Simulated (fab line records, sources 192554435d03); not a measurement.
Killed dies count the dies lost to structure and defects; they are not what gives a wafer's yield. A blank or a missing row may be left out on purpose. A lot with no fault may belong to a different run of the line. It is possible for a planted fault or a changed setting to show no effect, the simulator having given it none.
2 desks looking at one fault	flow n5 finfet	every desk sees just its own numbers, and what lay behind them comes last

## THE TOOL OWNER'S DESK: pecvd-04
The tool's own readings at N5_BEOL_M5_ILD_DEP_00 (deposits SiCOH lowk from DEMS/porogen, target thk 140.64 nm, time 25.9 s): means of the sampled wafers that have a number, for each lot that ran on this tool. The brackets show how far a lot's mean lies from the usual mean; more than 4 standard deviations puts the lot out of limits, marked OUT.
Columns: A = heater power w at N5_BEOL_M5_ILD_DEP_00, usual 307 W; B = showerhead plenum p Torr at N5_BEOL_M5_ILD_DEP_00, usual 5.743 Torr; C = throttle valve pct at N5_BEOL_M5_ILD_DEP_00, usual 14.1 %
lot	first seen here	A	B	C
L262	day 9 05:11	250	5.730	13.3
L265	day 9 10:03	278	5.745	14.8
L271	day 11 15:40	276	5.736	14.0
L270	day 12 20:09	263	5.738	14.1
L283	day 15 16:22	295	5.737	13.4
This desk's verdict: no lot among the 5 shows anything out of limits.

## METROLOGY DESK
Lot by lot, what the gauges showed, no matter which tool ran the lot: averages of those sampled wafers that carry a number. The brackets show how far a lot's mean lies from the usual mean; more than 4 standard deviations puts the lot out of limits, marked OUT. 7 of its 11 readings are shown: the first one out of limits and those lying furthest out on some lot.
Columns: A = DIBL_N at N5_BEOL_M4_RC_MEAS_101, usual 36.6 mV/V; B = DIBL_P at N5_BEOL_M4_RC_MEAS_101, usual 36.4 mV/V; C = ION_N at N5_BEOL_M4_RC_MEAS_101, usual 678 uA/um; D = SS_N at N5_BEOL_M4_RC_MEAS_101, usual 71.5 mV/dec; E = SS_P at N5_BEOL_M4_RC_MEAS_101, usual 73.4 mV/dec; F = VT_N at N5_BEOL_M4_RC_MEAS_101, usual 248.5 mV; G = M5_ILD_THK at N5_BEOL_M5_THK_MEAS_01, usual 120.9 nm
lot	first seen here	A	B	C	D	E	F	G
L262	day 9 04:13	34.5	33.3	662	70.5	72.9	254.3	122.3
L265	day 9 09:05	35.4	34.1	669	72.1	72.4	252.3	121.4
L266	day 10 10:31	38.4	37.4	683	72.3	73.2	247.7	119.4
L268	day 11 14:48	36.6	36.0	672	71.4	73.3	250.0	122.1
L271	day 11 14:51	34.5	35.5	678	71.2	73.2	250.2	156.7 (+24) OUT
L270	day 12 19:20	35.4	35.1	669	71.2	73.0	249.2	195.9 (+50) OUT
L278	day 14 20:09	35.9	35.5	679	70.8	73.4	247.7	121.0
L280	day 14 22:31	38.1	36.9	680	71.7	73.8	249.0	119.9
L283	day 15 15:25	36.0	36.7	678	71.3	72.5	250.1	120.4
L282	day 15 22:28	37.6	37.3	694	71.6	74.1	244.3	119.9
This desk's result: L270, L271 out of limits, first on L271 (M5_ILD_THK at N5_BEOL_M5_THK_MEAS_01), day 11 16:28. Within limits: L262, L265, L266, L268, L278, L280, L283, L282.

## TAKEN TOGETHER
At day 11 16:28 the metrology desk could have sounded an alarm, on L270, L271.
The desk of the tool owner found nothing out of limits.
Tool owner's desk: L270, L271 on record, inside its limits.
Of the lots named, all ran N5_BEOL_M5_ILD_DEP_00 on pecvd-04.

## WHAT THE SIMULATOR HAD PUT IN
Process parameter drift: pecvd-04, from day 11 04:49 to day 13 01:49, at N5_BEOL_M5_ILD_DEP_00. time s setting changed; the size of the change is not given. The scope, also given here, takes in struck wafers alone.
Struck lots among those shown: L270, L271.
Time in hours between the start of the fault and the first out-of-limits reading at each desk: metrology desk, 12.
